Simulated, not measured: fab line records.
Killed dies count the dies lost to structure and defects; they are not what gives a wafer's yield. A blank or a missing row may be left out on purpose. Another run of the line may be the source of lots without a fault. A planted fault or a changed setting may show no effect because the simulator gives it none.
Which tool was responsible? | flow n5-finfet | 29 wafers from 10 lots sampled at 6 of the route's 1938 steps

WHAT THE GAUGES READ, wafer by wafer
N5_BEOL_M4_RC_MEAS_101. Usual: DIBL_N 36.0 mV/V, standard deviation 2.2; DIBL_P 35.9 mV/V, standard deviation 2.6; IOFF_N 0.16 nA/um, standard deviation 0.038; IOFF_P 0.21 nA/um, standard deviation 0.042; ION_N 675 uA/um, standard deviation 15; ION_P 463 uA/um, standard deviation 10; SS_N 71.5 mV/dec, standard deviation 0.62; SS_P 73.2 mV/dec, standard deviation 0.76; VT_N 250 mV, standard deviation 4.1; VT_P -251 mV, standard deviation 3.6.
lot  | measured     | on        | DIBL_N (mV/V)  | DIBL_P (mV/V)  | IOFF_N (nA/um) | IOFF_P (nA/um) | ION_N (uA/um) | ION_P (uA/um) | SS_N (mV/dec)  | SS_P (mV/dec)  | VT_N (mV)   | VT_P (mV)      | flag
L531 | day 8 00:55  | prober-02 | 36.3 35.1 32.8 | 37.2 36.8 34.1 | 0.17 0.15 0.12 | 0.21 0.19 0.16 | 675 662 672   | 458 454 463   | 72.3 71.6 70.7 | 73.5 73.3 72.1 | 249 251 253 | -252 -252 -255 |
L532 | day 9 02:25  | prober-02 | 33.3 36.6 34.8 | 33.6 37.5 34.4 | 0.12 0.17 0.14 | 0.15 0.20 0.15 | 657 680 656   | 446 458 444   | 70.9 72.6 71.8 | 73.0 73.8 73.3 | 253 247 251 | -255 -251 -255 |
L533 | day 9 00:44  | prober-01 | 32.4 32.1 34.7 | 31.1 31.3 33.8 | 0.10 0.10 0.13 | 0.14 0.14 0.18 | 662 648 674   | 457 454 465   | 71.0 70.5 71.4 | 72.7 72.4 74.1 | 259 260 255 | -258 -257 -251 |
L534 | day 9 03:22  | prober-01 | 38.7 36.1 33.1 | 39.3 35.5 32.3 | 0.21 0.16 0.12 | 0.26 0.19 0.16 | 690 675 662   | 471 459 452   | 72.2 72.4 71.2 | 74.5 73.7 72.1 | 245 249 252 | -249 -251 -253 |
L535 | day 9 19:13  | prober-01 | 43.9 41.1 37.2 | 43.5 40.2 35.3 | 0.29 0.22 0.14 | 0.34 0.26 0.19 | 693 687 684   | 471 469 467   | 72.5 72.6 71.3 | 75.3 74.2 73.0 | 245 243 252 | -245 -247 -255 |
L539 | day 10 11:47 | prober-01 | 32.1 37.1 35.9 | 32.0 37.1 37.0 | 0.11 0.16 0.15 | 0.13 0.19 0.20 | 679 687 676   | 457 463 453   | 70.8 72.5 71.3 | 71.7 72.6 72.6 | 251 250 247 | -258 -254 -252 |
L541 | day 11 07:55 | prober-01 | 34.9 35.5      | 34.8 36.6      | 0.14 0.15      | 0.18 0.20      | 681 666       | 466 456       | 71.4 71.6      | 72.5 73.4      | 250 246     | -250 -254      |
L542 | day 11 13:40 | prober-02 | 35.7 32.8 36.7 | 35.0 31.4 34.6 | 0.15 0.11 0.16 | 0.19 0.15 0.19 | 671 670 669   | 464 458 457   | 70.9 70.7 71.8 | 72.2 72.1 72.8 | 248 253 249 | -250 -254 -250 |
L546 | day 12 02:56 | prober-02 | 37.0 37.4 36.6 | 38.5 38.1 36.9 | 0.17 0.20 0.17 | 0.24 0.23 0.22 | 661 697 686   | 456 478 464   | 72.0 71.2 70.7 | 73.5 73.8 72.4 | 246 243 248 | -249 -251 -250 |
L552 | day 13 18:21 | prober-02 | 36.0 35.7 35.6 | 37.0 36.7 37.8 | 0.18 0.18 0.19 | 0.25 0.25 0.28 | 684 693 700   | 464 475 491   | 71.0 71.2 71.5 | 73.4 73.6 74.2 | 245 244 245 | -248 -245 -245 |

TOOL THAT RAN EACH LOT (tool first, then ch and the chambers of the sampled wafers, then the start)
lot  | N5_BEOL_M0_ETCH_109               | N5_BEOL_M0_SPUTTER_116       | N5_BEOL_M0_ECD_118             | N5_BEOL_M0_CMP_120           | N5_BEOL_M0_PRE_CLEAN_131
L531 | rie-diel-01 ch 1,2,3, day 6 04:02 | pvd-sputter-03, day 6 05:39  | ecd-cu-01 ch 0,1, day 6 06:09  | cmp-01 ch 1,2, day 6 08:35   | cvd-co-02 ch 0,1,2, day 6 08:55
L532 | rie-diel-04 ch 0,1,3, day 6 16:49 | pvd-sputter-02, day 6 19:33  | ecd-cu-02 ch 0,1, day 6 20:03  | cmp-01 ch 1,2, day 6 20:44   | cvd-co-01 ch 0,1,2, day 6 21:18
L533 | rie-diel-04 ch 1,2, day 6 20:23   | pvd-sputter-01, day 6 22:35  | ecd-cu-01 ch 0,1, day 6 23:04  | cmp-02 ch 1,2, day 7 00:40   | cvd-co-02 ch 0,2, day 7 01:36
L534 | rie-diel-01 ch 0,2, day 7 04:35   | pvd-sputter-01, day 7 05:36  | ecd-cu-01 ch 0,1, day 7 06:05  | cmp-04 ch 0,2, day 7 06:29   | cvd-co-01 ch 1,2, day 7 06:47
L535 | rie-diel-01 ch 0,1, day 7 16:12   | pvd-sputter-02, day 7 16:59  | ecd-cu-01 ch 0,1, day 7 17:29  | cmp-01 ch 1,2,3, day 7 18:04 | cvd-co-02 ch 0,1,2, day 7 18:21
L539 | rie-diel-01 ch 0,2,3, day 8 10:24 | pvd-sputter-02, day 8 12:02  | ecd-cu-01 ch 0,1, day 8 12:31  | cmp-04 ch 0,1, day 8 12:56   | cvd-co-01 ch 0,1,2, day 8 13:16
L541 | rie-diel-06 ch 0,3, day 9 02:50   | pvd-sputter-02, day 9 05:24  | ecd-cu-02 ch 0,1, day 9 05:52  | cmp-04 ch 0,1, day 9 06:22   | cvd-co-02 ch 0,1, day 9 06:39
L542 | rie-diel-01 ch 1,2, day 9 06:00   | pvd-sputter-03, day 9 07:19  | ecd-cu-01 ch 0,1, day 9 07:47  | cmp-04 ch 0,2, day 9 08:56   | cvd-co-01 ch 0,1, day 9 09:13
L546 | rie-diel-01 ch 2,3, day 9 22:14   | pvd-sputter-02, day 9 23:35  | ecd-cu-02 ch 0,1, day 10 00:04 | cmp-02 ch 1,2, day 10 00:59  | cvd-co-01 ch 0,1, day 10 01:19
L552 | rie-diel-04 ch 1,2, day 11 17:48  | pvd-sputter-01, day 11 19:05 | ecd-cu-01 ch 0,1, day 11 19:34 | cmp-04 ch 1,2, day 11 19:59  | cvd-co-02 ch 0,1, day 11 20:17
- N5_BEOL_M0_ETCH_109: etches SiCN in CH3F/O2, target depth 8 nm, overetch 2.4 nm, time 27.4 s.
- N5_BEOL_M0_SPUTTER_116: material Cu, target thk 4 nm, time 7.37 s.
- N5_BEOL_M0_ECD_118: material Cu, target thk 300 nm.
- N5_BEOL_M0_CMP_120: polishes, stops on SiOC, t overpolish 6.9 s.
- N5_BEOL_M0_PRE_CLEAN_131: time 15 s.

AS READ BY THE TOOLS THEMSELVES (means over the sampled wafers that have a number; for cases with no such wafer, the mark the record gives instead)
N5_BEOL_M0_ETCH_109. Usual: O2_flow_sccm 20.00 sccm, standard deviation 0.061; drypump-motor-current-A 5.7 A, standard deviation 0.31; oes-product-au 0.68 a.u., standard deviation 0.067; rf-vpp-V 297.7 V, standard deviation 1.4; showerhead-plenum-p-Torr 2.02 Torr, standard deviation 0.052; throttle-valve-pct 16.32 %, standard deviation 0.27.
lot  | tool        | O2_flow_sccm (sccm) | drypump-motor-current-A (A) | oes-product-au (a.u.) | rf-vpp-V (V) | showerhead-plenum-p-Torr (Torr) | throttle-valve-pct (%) | flag
L531 | rie-diel-01 | 20.02               | 5.7                         | 0.67                  | 297.4        | 2.00                            | 16.56                  |
L532 | rie-diel-04 | 19.98               | 5.9                         | 0.69                  | 297.4        | 1.99                            | 16.14                  |
L533 | rie-diel-04 | 19.99               | 5.4                         | 0.61                  | 296.2        | 2.02                            | 16.22                  |
L534 | rie-diel-01 | 19.96               | 5.3                         | 0.71                  | 297.6        | 1.99                            | 16.36                  |
L535 | rie-diel-01 | 20.00               | 5.4                         | 0.67                  | 298.1        | 2.04                            | 16.39                  |
L539 | rie-diel-01 | 20.03               | 5.5                         | 0.69                  | 297.4        | 1.98                            | 16.44                  |
L541 | rie-diel-06 | 19.98               | 5.8                         | 0.71                  | 295.9        | 1.98                            | 16.02                  |
L542 | rie-diel-01 | 20.06               | 5.7                         | 0.62                  | 296.8        | 2.00                            | 16.70                  |
L546 | rie-diel-01 | 20.00               | 5.7                         | 0.79                  | 299.3        | 2.11                            | 16.47                  |
L552 | rie-diel-04 | 19.98               | 5.5                         | 0.58                  | 298.4        | 2.03                            | 16.24                  |

N5_BEOL_M0_SPUTTER_116. Usual: throttle-valve-pct 29.8 %, standard deviation 1.2.
lot  | tool           | throttle-valve-pct (%) | flag
L531 | pvd-sputter-03 | 30.1                   |
L532 | pvd-sputter-02 | 30.1                   |
L533 | pvd-sputter-01 | 30.4                   |
L534 | pvd-sputter-01 | 29.8                   |
L535 | pvd-sputter-02 | 31.0                   |
L539 | pvd-sputter-02 | 29.8                   |
L541 | pvd-sputter-02 | 31.3                   |
L542 | pvd-sputter-03 | 29.9                   |
L546 | pvd-sputter-02 | 28.3                   |
L552 | pvd-sputter-01 | 30.1                   |

N5_BEOL_M0_CMP_120. Usual: motor-current-A 6.3 A, standard deviation 0.57; time-to-endpoint-s 63 s, standard deviation 4.7.
lot  | tool   | motor-current-A (A) | time-to-endpoint-s (s) | flag
L531 | cmp-01 | 6.2                 | 64                     |
L532 | cmp-01 | 6.0                 | 64                     |
L533 | cmp-02 | 6.2                 | 68                     |
L534 | cmp-04 | 6.0                 | 62                     |
L535 | cmp-01 | 6.3                 | 60                     |
L539 | cmp-04 | 5.9                 | 47                     | OFF
L541 | cmp-04 | 5.9                 | 60                     |
L542 | cmp-04 | 6.1                 | 46                     | OFF
L546 | cmp-02 | 6.3                 | 70                     |
L552 | cmp-04 | 6.8                 | 61                     |

N5_BEOL_M0_PRE_CLEAN_131. Usual: heater-power-w 93 W, standard deviation 14.
lot  | tool      | heater-power-w (W) | flag
L531 | cvd-co-02 | 96                 |
L532 | cvd-co-01 | 92                 |
L533 | cvd-co-02 | 99                 |
L534 | cvd-co-01 | 101                |
L535 | cvd-co-02 | 95                 |
L539 | cvd-co-01 | 94                 |
L541 | cvd-co-02 | 98                 |
L542 | cvd-co-01 | 89                 |
L546 | cvd-co-01 | 91                 |
L552 | cvd-co-02 | 102                |

THE ANSWER, worked out from the rows above alone
Rule: lot off if the mean of its wafers having a number is beyond 3 standard deviations from the usual mean. A lot without any number at a reading at which 4 lots or more have one is off too. Where the step has rows for the other lots, those lots are counted as sound. Order of review: gauges by route order, followed by the tools' own readings, for which a lot's mean as printed above is used. At the first step where some lot is off, the reading lying furthest off is the one used; lots without a number count as furthest.
Off: L539, L542, at N5_BEOL_M0_CMP_120 (time-to-endpoint-s).
If a tool, at that step or one of the process steps before it, ran each lot that is off and ran no sound lot following the first of them, it fits. Of those tried, none fits.

WHAT WAS PUT IN BY THE SIMULATOR
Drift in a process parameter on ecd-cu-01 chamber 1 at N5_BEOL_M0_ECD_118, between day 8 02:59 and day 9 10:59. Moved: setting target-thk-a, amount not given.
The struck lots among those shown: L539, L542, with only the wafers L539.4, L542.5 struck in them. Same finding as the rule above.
